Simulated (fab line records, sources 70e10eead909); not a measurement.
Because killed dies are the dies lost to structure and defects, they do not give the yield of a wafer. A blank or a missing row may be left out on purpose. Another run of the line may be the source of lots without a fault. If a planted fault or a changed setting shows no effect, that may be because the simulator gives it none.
Check of tool commonality + flow nand-harc + 42 wafers sampled across 14 lots

== REASON FOR OPENING ==
Flagged at NHARC_A_M0_CD_MEAS_09: reading cd-nm, on 2 of 14 lots. Wafers without a fault read 80.2 nm, standard deviation 0.55.
Rule: a lot is flagged in two cases, either no wafer of it has a number, or all its wafers with numbers fall more than 4 standard deviations from that mean. All remaining lots are regarded as sound.

| lot  | measured     | on        | cd-nm (nm), wafer by wafer | flag    |
|------|--------------|-----------|----------------------------|---------|
| L827 | day 22 19:26 | cd-sem-01 | 80.8 80.2 79.6             |         |
| L828 | day 23 09:52 | cd-sem-02 | 80.7 79.7 80.4             |         |
| L829 | day 23 10:16 | cd-sem-02 | 79.6 80.0 80.4             |         |
| L830 | day 24 10:11 | cd-sem-02 | 80.6 80.4 79.6             |         |
| L831 | day 24 11:50 | cd-sem-01 | 80.9 80.2 80.2             |         |
| L832 | day 25 09:37 | cd-sem-03 | 80.1 80.0 79.9             |         |
| L833 | day 25 16:02 | cd-sem-02 | 79.9 79.4 79.2             |         |
| L834 | day 25 17:20 | cd-sem-03 | 80.1 80.3 79.8             |         |
| L835 | day 25 23:13 | cd-sem-02 | 80.3 80.6 79.4             |         |
| L838 | day 26 14:48 | cd-sem-03 | 80.4 80.6 79.9             |         |
| L837 | day 26 20:04 | cd-sem-01 | 68.2 68.8 69.0             | FLAGGED |
| L841 | day 29 00:13 | cd-sem-03 | 71.7 72.2 72.1             | FLAGGED |
| L843 | day 29 09:54 | cd-sem-03 | 79.8 80.7 80.5             |         |
| L849 | day 32 16:27 | cd-sem-01 | 80.6 80.9 81.2             |         |
The mean of the flagged lots' numbers is 70.3 nm, -9.9 nm from the usual (-18 standard deviations).

== LOT BY LOT: THE TOOL USED ==
Before the reading, the record contains 2 process steps out of a 1302-step route. Cell contents, in order: the tool; ch with the chambers the sampled wafers went through; the start.
| lot  | flag    | NHARC_A_BLC_ETCH_16                | NHARC_A_M0_EXPOSE_06               |
|------|---------|------------------------------------|------------------------------------|
| L827 |         | rie-diel-10 ch 0,3, day 22 15:47   | arfi-scanner-03 ch 0, day 22 19:17 |
| L828 |         | rie-diel-12 ch 0,1,3, day 23 05:50 | arfi-scanner-03 ch 0, day 23 09:44 |
| L829 |         | rie-diel-10 ch 1,2,3, day 23 06:26 | arfi-scanner-02 ch 0, day 23 10:08 |
| L830 |         | rie-diel-10 ch 0,3, day 24 06:05   | arfi-scanner-03 ch 0, day 24 10:02 |
| L831 |         | rie-diel-12 ch 1,3, day 24 07:36   | arfi-scanner-02 ch 0, day 24 11:42 |
| L832 |         | rie-diel-08 ch 1,2, day 25 05:44   | arfi-scanner-03 ch 0, day 25 09:28 |
| L833 |         | rie-diel-10 ch 1,2,3, day 25 12:09 | arfi-scanner-01 ch 0, day 25 15:53 |
| L834 |         | rie-diel-12 ch 0,2,3, day 25 13:34 | arfi-scanner-02 ch 0, day 25 17:12 |
| L835 |         | rie-diel-12 ch 0,1,3, day 25 19:34 | arfi-scanner-02 ch 0, day 25 23:04 |
| L838 |         | rie-diel-10 ch 1,3, day 26 11:09   | arfi-scanner-02 ch 0, day 26 14:40 |
| L837 | FLAGGED | rie-diel-08 ch 0,1,3, day 26 16:27 | arfi-scanner-02 ch 0, day 26 19:56 |
| L841 | FLAGGED | rie-diel-08 ch 1,2, day 28 20:26   | arfi-scanner-02 ch 0, day 29 00:05 |
| L843 |         | rie-diel-08 ch 0,1,2, day 29 05:58 | arfi-scanner-03 ch 0, day 29 09:46 |
| L849 |         | rie-diel-10 ch 0,1,2, day 32 12:34 | arfi-scanner-03 ch 0, day 32 16:19 |
What is done by these steps:
- NHARC_A_BLC_ETCH_16: etches the open film in CF4, target depth 39 nm, time 65 s.
- NHARC_A_M0_EXPOSE_06: exposes mask A M0, target cd 80 nm.
- NHARC_A_M0_CD_MEAS_09: target cd 80 nm.

== FLAGGED AGAINST TOTAL, ONE TOOL AT A TIME (gauges that did the reading follow at the end) ==
| step                  | tool            | lots run | flagged | share of the flagged lots | sound lots run after its first flagged lot |
|-----------------------|-----------------|----------|---------|---------------------------|--------------------------------------------|
| NHARC_A_BLC_ETCH_16   | rie-diel-08     | 4        | 2       | all                       | 1 (L843)                                   |
| NHARC_A_BLC_ETCH_16   | rie-diel-10     | 6        | 0       | none                      | -                                          |
| NHARC_A_BLC_ETCH_16   | rie-diel-12     | 4        | 0       | none                      | -                                          |
| NHARC_A_M0_EXPOSE_06  | arfi-scanner-01 | 1        | 0       | none                      | -                                          |
| NHARC_A_M0_EXPOSE_06  | arfi-scanner-02 | 7        | 2       | all                       | 0                                          |
| NHARC_A_M0_EXPOSE_06  | arfi-scanner-03 | 6        | 0       | none                      | -                                          |
| NHARC_A_M0_CD_MEAS_09 | cd-sem-01       | 4        | 1       | some                      | 1 (L849)                                   |
| NHARC_A_M0_CD_MEAS_09 | cd-sem-02       | 5        | 0       | none                      | -                                          |
| NHARC_A_M0_CD_MEAS_09 | cd-sem-03       | 5        | 1       | some                      | 1 (L843)                                   |

== WHAT THE TABLE PERMITS ==
In 2 table rows, all flagged lots were run: rie-diel-08 (NHARC_A_BLC_ETCH_16), arfi-scanner-02 (NHARC_A_M0_EXPOSE_06).
- rie-diel-08 at NHARC_A_BLC_ETCH_16 ran 4 lots, 2 of them flagged. Sound lots followed the first flagged one (L843) on it, something a lasting fault affecting the whole tool could not allow.
- arfi-scanner-02 at NHARC_A_M0_EXPOSE_06 ran 7 lots, 2 of them flagged. Its last sound lot is L838 (day 26 14:40), its first flagged lot L837 (day 26 19:56): a fault that began between those two fits. Its own readings (exposure-dose-mJ-cm2) fall more than 4 standard deviations out on all wafers of the flagged lots.
Just one tool remains: arfi-scanner-02 at NHARC_A_M0_EXPOSE_06.

== WHAT THE SIMULATOR HAD PUT IN ==
Process parameter drift: arfi-scanner-02, from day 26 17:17 on, at NHARC_A_M0_EXPOSE_06. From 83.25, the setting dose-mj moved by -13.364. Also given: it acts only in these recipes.
Shown lots that were struck: L837, L841. The rule above found the same.
